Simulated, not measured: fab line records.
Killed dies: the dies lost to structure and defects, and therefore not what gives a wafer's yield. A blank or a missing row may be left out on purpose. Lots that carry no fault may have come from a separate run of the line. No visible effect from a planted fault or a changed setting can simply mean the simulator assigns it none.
Matching of chambers    flow nand_harc    rie_diel-04 running NHARC_A_CONTACT_DESCUM_47: 4 sister chambers
The step chemistry O2, time 3 s. 4 wafers are shown with their chamber, then 12 later ones without.

== EACH WAFER AND ITS CHAMBER ==
wafer   chamber  showerhead_plenum_p_Torr (Torr)
L079.5  1        2.01
L085.1  0        2.01
L085.2  2        2.03
L085.3  3        1.88

== WAFERS WHOSE CHAMBER IS MISSING ==
wafer   showerhead_plenum_p_Torr (Torr)
L091.2  1.87
L091.5  2.03
L091.6  2.01
L093.1  2.02
L093.3  1.87
L093.6  1.87
L094.1  2.01
L094.3  2.00
L094.4  2.02
L095.1  2.02
L095.2  2.00
L095.3  2.01

== THE CHAMBER EACH PASSED THROUGH ==
wafer   from the rows above           in truth
L091.2  3                             3
L091.5  2                             2
L091.6  can't be placed: 0 or 1       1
L093.1  can't be placed: 2 or 0 or 1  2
L093.3  3                             3
L093.6  3                             3
L094.1  can't be placed: 0 or 1       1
L094.3  can't be placed: 0 or 1       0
L094.4  can't be placed: 2 or 0 or 1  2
L095.1  can't be placed: 2 or 0 or 1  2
L095.2  can't be placed: 0 or 1       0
L095.3  can't be placed: 0 or 1       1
Correct placement for 4 of the 12. Can't be placed from these rows: 8 (the true chamber is among the candidates in 8). 0 placed wrongly.
How it was worked out, from the rows above alone: a wafer's distance from a chamber is the root of the sum, over the readings, of the square of ((its reading less the chamber's mean) divided by the reading's scatter). The wafer belongs to the nearest chamber; if the next one is less than 2 further off, it can't be placed. The mean given for a chamber averages the wafers shown for that chamber. The scatter: root of mean squared gap, hidden wafer to nearest shown wafer, with one shown wafer a chamber.
